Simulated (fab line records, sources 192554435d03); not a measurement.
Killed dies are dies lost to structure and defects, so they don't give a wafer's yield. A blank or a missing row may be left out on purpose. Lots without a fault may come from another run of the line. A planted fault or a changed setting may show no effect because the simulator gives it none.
Split-lot experiment | flow n5_finfet | 7 lots, 21 wafers read, on a route of 1938 steps

THE SPLIT
At N5_WELL_APT_PEB_23 (peb time 90 s), the setting peb_time_s was moved away from the recipe's 90 s on 12 of the 21 wafers read, by -19.2% to +18.4%. The other wafers ran this setting at the recipe's value.

FROM THE SPLIT TO THE READING: what the file shows between them, 2 steps
- N5_WELL_APT_DEVELOP_24: develop time 45 s (also split here: develop_time_s)
- N5_WELL_APT_HARDBAKE_29: time 120 s

THE READING
cd_nm, in nm, at N5_WELL_APT_CD_MEAS_25 (target cd 200 nm). Fault-free wafers of this fab line usually give 199.7 nm, standard deviation 1.4 nm.

wafer  | tool, chamber at the split | peb_time_s as run, s | against the recipe | cd_nm, nm | against lot-mates on the recipe
L076.1 | litho_track-01, 0          | 90                   | recipe             | 199.6     | -
L076.4 | litho_track-01, 0          | 90                   | recipe             | 202.0     | -
L076.6 | litho_track-01, 0          | 90                   | recipe             | 200.3     | -
L077.4 | litho_track-02, 0          | 105.1                | +16.8%             | 205.5     | +5.8
L077.5 | litho_track-02, 0          | 90                   | recipe             | 199.7     | -
L077.6 | litho_track-02, 0          | 105.1                | +16.8%             | 207.1     | +7.4
L078.1 | litho_track-04, 0          | 80.15                | -10.9%             | 195.2     | -4.2
L078.3 | litho_track-04, 0          | 90                   | recipe             | 199.1     | -
L078.5 | litho_track-04, 0          | 90                   | recipe             | 199.8     | -
L083.2 | litho_track-04, 0          | 106.6                | +18.4%             | 208.7     | no lot-mate on the recipe
L083.4 | litho_track-04, 0          | 106.6                | +18.4%             | 206.6     | no lot-mate on the recipe
L083.6 | litho_track-04, 0          | 106.6                | +18.4%             | 206.0     | no lot-mate on the recipe
L089.2 | litho_track-02, 0          | 72.68                | -19.2%             | 187.8     | -11.5
L089.4 | litho_track-02, 0          | 90                   | recipe             | 199.3     | -
L089.6 | litho_track-02, 0          | 72.68                | -19.2%             | 189.4     | -9.9
L090.1 | litho_track-04, 0          | 95.3                 | +5.9%              | 201.6     | +2.3
L090.3 | litho_track-04, 0          | 95.3                 | +5.9%              | 200.4     | +1.1
L090.5 | litho_track-04, 0          | 90                   | recipe             | 199.3     | -
L096.2 | litho_track-04, 0          | 96.14                | +6.8%              | 204.6     | +2.3
L096.5 | litho_track-04, 0          | 90                   | recipe             | 202.3     | -
L096.6 | litho_track-04, 0          | 96.14                | +6.8%              | 204.1     | +1.8

THE FIT
A straight line over all 21 wafers: cd_nm changes by +0.461 nm for each +1% of peb_time_s; r = +0.96; the points scatter about the line by 1.5 nm.
The same after taking each lot's own level away (the mean of its wafers on the recipe; 18 wafers): +0.462 nm for each +1%; r = +0.98; scatter 1 nm.
On that fit, the largest move of peb_time_s shifts the reading by 8.9 nm.
The lots' own levels span 199.30 to 202.30 nm, that is 2.1 times the standard deviation above.
So the lot-to-lot level changes the slope little: the two slopes agree.
Check: with one of the wafers moved furthest among these (-19.2%) left out of the fit, the line predicts -8.5 nm for it against its lot-mates. It came out at -11.5 nm against them.

OTHER SPLITS ON THESE WAFERS
These wafers also went through other splits before the reading. Each is held against what the fit with the lots' levels taken away leaves over:
other split on the same wafers        | wafers away from the commonest value | r with cd_nm (lot level and that fit taken away)
N5_WELL_APT_DEVELOP_24 develop_time_s | 11                                   | +0.10

THE WHOLE CHAIN: every reading that the file lists as answering this split, in the file's order
step                   | what it does             | reading                                                         | change (the file's fit)               | r (the file's)
N5_WELL_APT_CD_MEAS_25 | target cd 200 nm         | cd_nm                                                           | +0.454 nm for each +1% of the setting | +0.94
N5_WELL_APT_DESCUM_30  | chemistry O2, time 7.9 s | WELL_APT.cd_nm (the simulator's own value, which no gauge read) | +0.455 nm for each +1% of the setting | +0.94

THE FILE'S OWN FIT
cd_nm changes by +0.454 nm for each +1% of peb_time_s, r = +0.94.
